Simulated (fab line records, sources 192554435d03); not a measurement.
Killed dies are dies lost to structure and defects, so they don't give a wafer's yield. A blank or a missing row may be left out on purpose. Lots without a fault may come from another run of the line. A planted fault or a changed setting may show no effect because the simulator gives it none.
Chamber matching | flow n5_finfet | N5_FIN_CUT_CUT_ETCH_28 on rie_si-06: 4 sister chambers
The step etches Si in HBr/Cl2/O2, target depth 6 nm, time 2.4 s. 18 wafers are shown with their chamber, then 9 later ones without.

WAFERS WITH THEIR CHAMBER
wafer  | chamber | throttle_valve_pct (%) | drypump_motor_current_A (A) | oes_product_au (a.u.)
L076.1 | 3       | 36.86                  | 5.4                         | 1.004
L076.2 | 1       | 37.52                  | 6.2                         | 0.990
L076.3 | 0       | 37.08                  | 6.0                         | 1.019
L076.4 | 2       | 37.71                  | 5.2                         | 0.983
L076.5 | 1       | 37.50                  | 6.3                         | 0.984
L076.6 | 2       | 37.70                  | 5.2                         | 0.988
L077.1 | 1       | 37.52                  | 6.3                         | 0.989
L077.4 | 3       | 36.88                  | 5.4                         | 0.995
L077.5 | 3       | 36.87                  | 5.4                         | 1.004
L080.2 | 0       | 37.06                  | 5.9                         | 1.010
L080.3 | 3       | 36.86                  | 5.4                         | 1.001
L080.6 | 0       | 37.05                  | 6.0                         | 1.016
L083.1 | 0       | 37.04                  | 6.0                         | 1.010
L083.4 | 1       | 37.52                  | 6.2                         | 0.988
L083.6 | 0       | 37.05                  | 6.0                         | 1.007
L086.1 | 2       | 37.68                  | 5.2                         | 0.981
L086.4 | 0       | 37.07                  | 6.0                         | 1.011
L086.5 | 2       | 37.69                  | 5.2                         | 0.988

SIGNATURES (means of the wafers above)
reading                 | chamber 0 | chamber 1 | chamber 2 | chamber 3 | scatter within a chamber
throttle_valve_pct      | 37.0583   | 37.5150   | 37.6950   | 36.8675   | 0.0124
drypump_motor_current_A | 5.983     | 6.250     | 5.200     | 5.400     | 0.0362
oes_product_au          | 1.01217   | 0.98775   | 0.98500   | 1.00100   | 0.00389
Rule: a wafer's distance from a chamber is the root of the sum, over the readings, of the square of ((its reading less the chamber's mean) divided by the reading's scatter). The wafer belongs to the nearest chamber; if the next one is less than 2 further off, it can't be placed. The scatter: the root of (the sum of the squares of (reading less its chamber's mean) over the shown wafers, divided by (wafers less chambers)).

WAFERS WITHOUT THEIR CHAMBER
wafer  | throttle_valve_pct (%) | drypump_motor_current_A (A) | oes_product_au (a.u.)
L088.1 | 37.51                  | 6.2                         | 0.986
L088.4 | 37.70                  | 5.2                         | 0.984
L088.6 | 37.04                  | 6.0                         | 1.013
L089.3 | 37.70                  | 5.2                         | 0.980
L089.4 | 36.87                  | 5.4                         | 0.996
L089.6 | 37.70                  | 5.2                         | 0.987
L094.2 | 37.07                  | 6.0                         | 1.009
L094.4 | 36.87                  | 5.4                         | 1.013
L094.5 | 37.67                  | 5.2                         | 0.981

WHICH CHAMBER EACH WENT THROUGH
wafer  | from the rows above | in truth
L088.1 | 1                   | 1
L088.4 | 2                   | 2
L088.6 | 0                   | 0
L089.3 | 2                   | 2
L089.4 | 3                   | 3
L089.6 | 2                   | 2
L094.2 | 0                   | 0
L094.4 | 3                   | 3
L094.5 | 2                   | 2
Placed correctly: 9 of 9. Can't be placed from these rows: 0. Placed wrongly: 0.
